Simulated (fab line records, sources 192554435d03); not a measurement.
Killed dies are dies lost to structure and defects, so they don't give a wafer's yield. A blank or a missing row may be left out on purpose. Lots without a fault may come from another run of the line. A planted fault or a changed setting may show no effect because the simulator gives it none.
A struck lot beside a sound one | flow n5_finfet | 16 steps out of a route of 1938
Sound: wafers L681.1, L681.4, L681.5. Struck: wafer L689.3. (L689.2 of the same lot was not struck and is left out.) The cause comes at the end.
At each step with rows: each side's tool, then ch and its chambers, then its first start. Under that, the readings that differ: sound wafers | struck wafers | difference of the means | sigmas: that difference in standard deviations of wafers without a fault.
alike: readings whose means differ by less than 2 such deviations, and words and numbers that are the same on both sides. not compared: withheld readings, readings that some wafer has no value for, bounds like >300 that may hide the same value, and numbers for which the record gives no deviation and whose values overlap.
The two part at a step that has a row with sigmas, a row that says differs or no value, or rows on one side only. Numbers that don't overlap but have no deviation are shown without sigmas and don't part them. A reading that every wafer of one side lacks parts them only if that side has two wafers or more.

first, 9 steps without rows for these wafers: N5_BEOL_M0_SAQP_COAT_34 (resist thk 30 nm); N5_BEOL_M0_SAQP_EBR_36; N5_BEOL_M0_SAQP_SOFTBAKE_35 (time 60 s); N5_BEOL_M0_SAQP_EXPOSE_37 (exposes mask M0 CUT1, target cd 30 nm); N5_BEOL_M0_SAQP_PEB_38 (peb time 60 s); N5_BEOL_M0_SAQP_DEVELOP_39 (develop time 30 s); N5_BEOL_M0_SAQP_DESCUM_45 (chemistry O2, time 7 s); N5_BEOL_M0_SAQP_ETCH_88 (etches underlayer in N2/H2, target depth 6.5 nm, time 5.2 s); N5_BEOL_M0_SAQP_ETCH_73 (etches SiARC in CF4, target depth 19.5 nm, time 32.5 s).
N5_BEOL_M0_SAQP_CUT_ETCH_46: etches SOC in N2/H2, target depth 135 nm, overetch 27 nm, time 202.5 s.
  sound on rie_diel-03 ch 1,3, day 7 05:04; struck on rie_diel-03 ch 0, day 9 02:34
  reading                                         | sound             | struck | difference | sigmas
  temp_c (C)                                      | 39.90 39.87 39.91 | 40.35  | +0.46      | +4
  model.SiARC_of_BEOL_M0_SAQP_COAT_72.thk_nm (nm) | 5.4 4.6 5.4       | 1.6    | -3.5       |
  model.BEOL_M0_SAQP.cd_nm (nm)                   | 29 29.6 29        | 31.8   | +2.6       |
  alike: bias_w, drypump_motor_current_A, rf_vpp_V, showerhead_plenum_p_Torr, throttle_valve_pct
  not compared: rf_hours_counter_h
then, 3 steps without rows for these wafers: N5_BEOL_M0_SAQP_STRIP_74 (strips in N2/H2); N5_BEOL_M0_SAQP_STRIP_89 (strips in N2/H2); N5_BEOL_M0_SAQP_ALD_48 (deposits SiO2, target thk 20 nm, pulse time 1 s, co reactant pulse time 1 s).
N5_BEOL_M0_SAQP_ETCH_49: etches SiO2 in CF4/O2, target depth 37 nm.
  sound on rie_diel-05 ch 0,2,3, day 7 05:52; struck on rie_diel-03 ch 0, day 9 03:18
  reading                       | sound      | struck | difference | sigmas
  model.BEOL_M0_SAQP.cd_nm (nm) | 29 29.6 29 | 31.8   | +2.6       |
  alike: bias_w, drypump_motor_current_A, oes_product_au, rf_vpp_V, showerhead_plenum_p_Torr, throttle_valve_pct
  not compared: rf_hours_counter_h
then, 1 step without rows for these wafers: N5_BEOL_M0_SAQP_STRIP_75 (strips in CF4).
-- the record jumps here: 2 days lie between the struck wafers' starts before and after (it left off in module BEOL_M0_SAQP and takes up again in module BEOL_M4, whose first step shown is number 1111 of the route) --
N5_BEOL_M4_RC_MEAS_101:
  sound on prober-02 ch 0, day 9 23:12; struck on prober-01 ch 0, day 11 09:58
  reading   | sound          | struck | difference | sigmas
  VT_P (mV) | -252 -257 -256 | -248   | +7         | +2
  alike: DIBL_N, DIBL_P, IOFF_N, IOFF_P, ION_N, ION_P, SS_N, SS_P, VT_N

WHERE THEY PART
First at N5_BEOL_M0_SAQP_CUT_ETCH_46; last, within this record, at N5_BEOL_M4_RC_MEAS_101.

WHY: what the simulator had put in
Process parameter drift: rie_diel-03, from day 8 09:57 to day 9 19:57, at N5_BEOL_M0_SAQP_CUT_ETCH_46. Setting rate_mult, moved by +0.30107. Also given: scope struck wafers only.
